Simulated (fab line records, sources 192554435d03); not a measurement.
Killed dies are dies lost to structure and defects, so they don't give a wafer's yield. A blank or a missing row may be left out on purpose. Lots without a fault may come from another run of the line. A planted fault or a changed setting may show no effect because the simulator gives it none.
fab line records | flow n5_finfet | part 2 of 2: steps 5 to 6 of 6
record lots=22 wafers=66 last_day=18
route steps=1938 shown BEOL_M11@1558
lots that met no fault: from a run of the same line without faults
start_h: hours from the record's first day to the start of the lot's first wafer shown | wait_h: hours since the lot's step before | " the same as in the row above | L1.1+2: a row that stands for several wafers | - no value, or no start given | * or withheld: withheld | < > ~ a bound
route shown NAME@n: a module of which the file shows steps, and the number in the route of the first | usual: mean/standard deviation of fault-free wafers | same: alike in all rows | chamber/n: place in a boat | sites: the reading at each site | _std_site: their standard deviation | _edge_site: outer sites' mean less inner sites' | radius_mm: how far each site lies from the wafer's centre | mask NAME#n: copy n | behind: the tool/chamber that last shaped the wafer | hold: why the lot was held/for how many hours/how that ended | device: the transistor (n, p or np) that didn't switch | end of line: the same wafers' tests at the end of the route | a step without rows: its recipe alone | killed: dies lost to structure and defects at the first sort, not the wafer's yield | map: a wafer's dies, x killed, . not, _ none there
set.NAME: the setting as run; set.NAME@STEP: as run at that earlier step | model.NAME: the simulator's own value behind a step, which no gauge read
steps of the route over a sample of lots; a table a step, a row a wafer
services: from which hour (start_h, from the record's first day; less than 0 if before it) a tool's chamber was out of use, for how many hours, and why
## steps
# step N5_BEOL_M11_TRENCH_ETCH_37
# recipe chemistry=C4F6/O2 target_depth_a=1488.3 target=SiCOH_lowk time_s=48 ion_energy_ev=250 pressure_mtorr=30 source_w=345 bias_w=185 Ar_flow_sccm=300 C4F6_flow_sccm=10 O2_flow_sccm=10
# usual O2_flow_sccm=10.002/0.029 drypump_motor_current_A=5.8/0.43 oes_product_au=0.81/0.1 rf_vpp_V=666/12 showerhead_plenum_p_Torr=2.86/0.1 throttle_valve_pct=20.98/0.21
# columns lot.wafer tool chamber start_h wait_h O2_flow_sccm drypump_motor_current_A oes_product_au rf_hours_counter_h rf_vpp_V showerhead_plenum_p_Torr throttle_valve_pct
L074.1 rie_diel-06 0 - - 10.043 5.4 0.99 1 669 3.06 21.06
L074.4 " 1 " " 10.011 6.2 0.75 - 664 2.94 21.23
L074.6 " 0 " " 10.024 5.5 0.99 - 668 3.06 21.05
L076.3 rie_diel-05 0 - - 9.962 5.4 0.72 163 661 2.74 21.04
L076.4 " 3 " " 9.940 5.9 0.74 169 673 2.95 21.16
L076.6 " 2 " " 10.016 5.4 0.87 - 666 2.93 21.17
L077.1 rie_diel-05 1 - - 9.989 6.2 0.94 18 696 2.90 20.45
L077.4 " 2 " " 10.029 5.4 0.87 - 667 2.93 21.19
L077.5 " 1 " " 9.966 6.2 0.95 - 695 2.90 20.45
L075.1 rie_diel-01 0 - - 9.995 6.7 0.71 233 655 2.82 21.00
L075.2 " 3 " " 9.982 5.9 0.93 18 665 2.78 20.82
L075.6 " 2 " " 9.992 5.9 0.70 - 648 2.75 20.83
L079.4 rie_diel-01 2 - - 9.968 6.0 0.71 173 648 2.75 20.83
L079.5 " 3 " " 9.919 5.9 0.92 - 665 2.78 20.83
L079.6 " 2 " " 10.042 6.0 0.71 - 648 2.75 20.82
L078.1 rie_diel-06 0 - - 10.031 5.4 0.94 10 668 3.06 21.06
L078.4 " 1 " " 10.006 6.2 0.74 184 663 2.94 21.23
L078.6 " 2 " " 9.951 5.8 0.98 - 665 3.01 21.05
L082.1 rie_diel-06 3 - - 9.994 5.9 0.85 65 682 2.78 20.92
L082.2 " 1 " " 10.003 6.2 0.73 190 662 2.93 21.23
L082.3 " 2 " " 10.016 5.7 0.95 8 666 3.00 21.05
L080.1 rie_diel-05 1 - - 10.053 6.2 0.91 27 697 2.89 20.46
L080.5 " 2 " " 9.955 5.4 0.85 - 665 2.92 21.20
L080.6 " 3 " " 10.007 5.9 0.73 - 672 2.94 21.17
L083.2 rie_diel-01 0 - - 10.005 6.7 0.72 240 653 2.82 21.01
L083.4 " 1 " " 9.969 4.9 0.69 231 674 2.93 21.12
L083.5 " 1 " " 9.988 4.9 0.68 - 675 2.93 21.13
L085.1 rie_diel-01 3 - - 9.994 5.9 0.91 26 665 2.78 20.84
L085.4 " 0 " " 10.036 6.7 0.71 241 654 2.82 21.04
L085.6 " 3 " " 10.010 5.9 0.91 - 664 2.78 20.84
L081.1 rie_diel-05 1 - - 9.990 6.3 0.92 28 695 2.89 20.46
L081.2 " 2 " " 10.048 5.4 0.86 39 666 2.92 21.19
L081.3 " 0 " " 9.993 5.4 0.71 176 661 2.74 21.06
L084.2 rie_diel-06 3 - - 10.044 5.9 0.83 74 682 2.77 20.93
L084.4 " 1 " " 9.994 6.2 0.73 199 663 2.93 21.25
L084.5 " 1 " " 10.000 6.2 0.73 - 663 2.93 21.26
L087.3 rie_diel-06 0 - - 9.972 5.5 0.90 30 666 3.05 21.07
L087.5 " 3 " " 9.965 5.9 0.84 - 680 2.77 20.94
L087.6 " 2 " " 10.026 5.8 0.93 - 665 3.00 21.06
L086.1 rie_diel-01 1 - - 10.034 4.9 0.67 244 674 2.92 21.15
L086.4 " 2 " " 10.032 6.0 0.69 192 648 2.74 20.86
L086.5 " 2 " " 10.019 6.0 0.69 - 648 2.74 20.87
L088.3 rie_diel-06 0 - - 10.008 5.5 0.90 31 667 3.05 21.08
L088.5 " 1 " " 10.030 6.2 0.72 - 663 2.93 21.26
L088.6 " 0 " " 10.023 5.5 0.90 - 667 3.05 21.09
L089.1 rie_diel-05 0 - - 10.022 5.4 0.69 189 661 2.73 21.08
L089.4 " 1 " " 10.002 6.2 0.89 41 696 2.89 20.48
L089.5 " 0 " " 10.033 5.4 0.70 - 661 2.73 21.06
L090.2 rie_diel-01 2 - - 10.010 6.0 0.69 195 647 2.74 20.86
L090.4 " 1 " " 10.025 4.9 0.67 - 673 2.92 21.15
L090.6 " 3 " " 10.016 5.9 0.89 - 664 2.77 20.85
L092.1 rie_diel-01 3 - - 10.004 5.8 0.87 51 665 2.77 20.88
L092.4 " 0 " " 9.972 6.7 0.97 - 652 2.81 20.70
L092.5 " 2 " " 10.001 6.0 0.68 - 648 2.74 20.88
L093.1 rie_diel-01 3 - - 10.020 5.9 0.87 52 664 2.76 20.87
L093.2 " 0 " " 9.969 6.7 0.96 6 654 2.81 20.71
L093.4 " 0 " " 9.957 6.7 0.96 - 654 2.81 20.68
L095.1 rie_diel-01 3 - - 10.004 5.9 0.87 56 664 2.76 20.90
L095.2 " 2 " " 9.926 6.0 0.67 210 646 2.73 20.89
L095.3 " 1 " " 10.041 4.9 0.96 2 674 2.92 20.82
L096.1 rie_diel-05 1 - - 9.981 6.2 0.86 60 693 2.88 20.49
L096.3 " 2 " " 10.038 5.4 0.81 69 665 2.91 21.25
L096.4 " 3 " " 9.997 5.9 0.70 211 672 2.93 21.23
L097.2 rie_diel-06 2 - - 9.997 5.8 0.89 37 665 2.99 21.11
L097.4 " 1 " " 9.936 6.2 0.71 219 662 2.92 21.29
L097.6 " 0 " " 10.049 5.5 0.88 - 666 3.04 21.11
# step N5_BEOL_M11_PRE_CLEAN_45
# recipe gas=H2/He time_s=30 temp_c=250
# usual heater_power_w=331/42 susceptor_temp_C=250.04/0.17
# columns lot.wafer tool chamber start_h wait_h heater_power_w susceptor_temp_C
L074.1 pvd_sputter-01 - 235.93 0.0 420 249.95
L074.4 " - " " 331 249.87
L074.6 " - " " 312 250.06
L076.3 pvd_sputter-03 - 236.14 0.0 269 250.01
L076.4 " - " " 330 250.12
L076.6 " - " " 343 250.22
L077.1 pvd_sputter-01 - 252.27 0.0 330 249.93
L077.4 " - " " 313 249.86
L077.5 " - " " 387 249.93
L075.1 pvd_sputter-03 - 254.34 0.0 276 249.89
L075.2 " - " " 273 250.18
L075.6 " - " " 280 249.93
L079.4 pvd_sputter-03 - 261.52 0.0 354 250.22
L079.5 " - " " 341 249.82
L079.6 " - " " 277 250.05
L078.1 pvd_sputter-03 - 261.68 0.0 335 249.89
L078.4 " - " " 282 249.89
L078.6 " - " " 278 250.06
L082.1 pvd_sputter-03 - 281.98 0.0 279 249.94
L082.2 " - " " 354 249.98
L082.3 " - " " 331 250.19
L080.1 pvd_sputter-03 - 282.06 0.0 279 250.00
L080.5 " - " " 351 250.01
L080.6 " - " " 283 250.18
L083.2 pvd_sputter-01 - 282.67 0.0 317 250.16
L083.4 " - " " 325 249.95
L083.5 " - " " 322 249.70
L085.1 pvd_sputter-01 - 286.93 0.0 327 250.13
L085.4 " - " " 381 250.32
L085.6 " - " " 390 250.23
L081.1 pvd_sputter-02 - 286.93 0.0 366 250.08
L081.2 " - " " 348 250.00
L081.3 " - " " 320 249.81
L084.2 pvd_sputter-02 - 312.06 0.0 316 250.12
L084.4 " - " " 345 250.21
L084.5 " - " " 315 250.00
L087.3 pvd_sputter-03 - 324.99 0.0 345 250.25
L087.5 " - " " 338 250.13
L087.6 " - " " 277 249.90
L086.1 pvd_sputter-01 - 325.91 0.0 311 250.11
L086.4 " - " " 313 250.16
L086.5 " - " " 417 249.97
L088.3 pvd_sputter-03 - 326.23 0.0 267 250.46
L088.5 " - " " 277 250.44
L088.6 " - " " 346 250.23
L089.1 pvd_sputter-02 - 328.89 0.0 302 250.07
L089.4 " - " " 360 250.18
L089.5 " - " " 318 249.89
L090.2 pvd_sputter-03 - 334.91 0.0 334 249.94
L090.4 " - " " 280 249.99
L090.6 " - " " 275 250.17
L092.1 pvd_sputter-03 - 355.38 0.0 341 249.97
L092.4 " - " " 334 249.90
L092.5 " - " " 274 250.15
L093.1 pvd_sputter-01 - 358.32 0.0 387 250.09
L093.2 " - " " 309 249.95
L093.4 " - " " 421 250.13
L095.1 pvd_sputter-01 - 364.67 0.0 316 249.93
L095.2 " - " " 334 250.00
L095.3 " - " " 382 249.87
L096.1 pvd_sputter-03 - 381.04 0.0 272 249.92
L096.3 " - " " 344 250.01
L096.4 " - " " 330 249.98
L097.2 pvd_sputter-03 - 389.81 0.0 283 250.16
L097.4 " - " " 341 250.16
L097.6 " - " " 349 250.19
## services
# columns tool chamber start_h hours kind
rie_diel-06 0 213.94 - clean
rie_diel-06 0 213.94 - consumable_replace:focus_ring
rie_diel-06 0 213.94 - consumable_replace:showerhead
rie_diel-06 0 213.94 17.7 scheduled_down
rie_diel-06 0 213.94 17.7 vent_cycle
rie_diel-06 2 231.70 - clean
rie_diel-06 2 231.70 - consumable_replace:focus_ring
rie_diel-06 2 231.70 - consumable_replace:showerhead
rie_diel-05 0 247.47 3.2 repair
rie_diel-05 3 249.30 7.6 repair
rie_diel-01 0 299.00 10.6 repair
rie_diel-01 0 329.32 - clean
rie_diel-01 0 329.32 - consumable_replace:focus_ring
rie_diel-01 0 329.32 14.9 scheduled_down
rie_diel-01 0 329.32 14.9 vent_cycle
rie_diel-05 - 337.19 0.3 repair
rie_diel-01 1 344.20 - clean
rie_diel-01 1 344.20 - consumable_replace:focus_ring
rie_diel-01 1 344.20 14.5 scheduled_down
rie_diel-01 1 344.20 14.5 vent_cycle
rie_diel-06 - 348.21 15.6 pm
rie_diel-06 0 369.66 5.8 repair
rie_diel-05 0 372.63 4.3 repair
rie_diel-05 - 383.21 2.8 pm
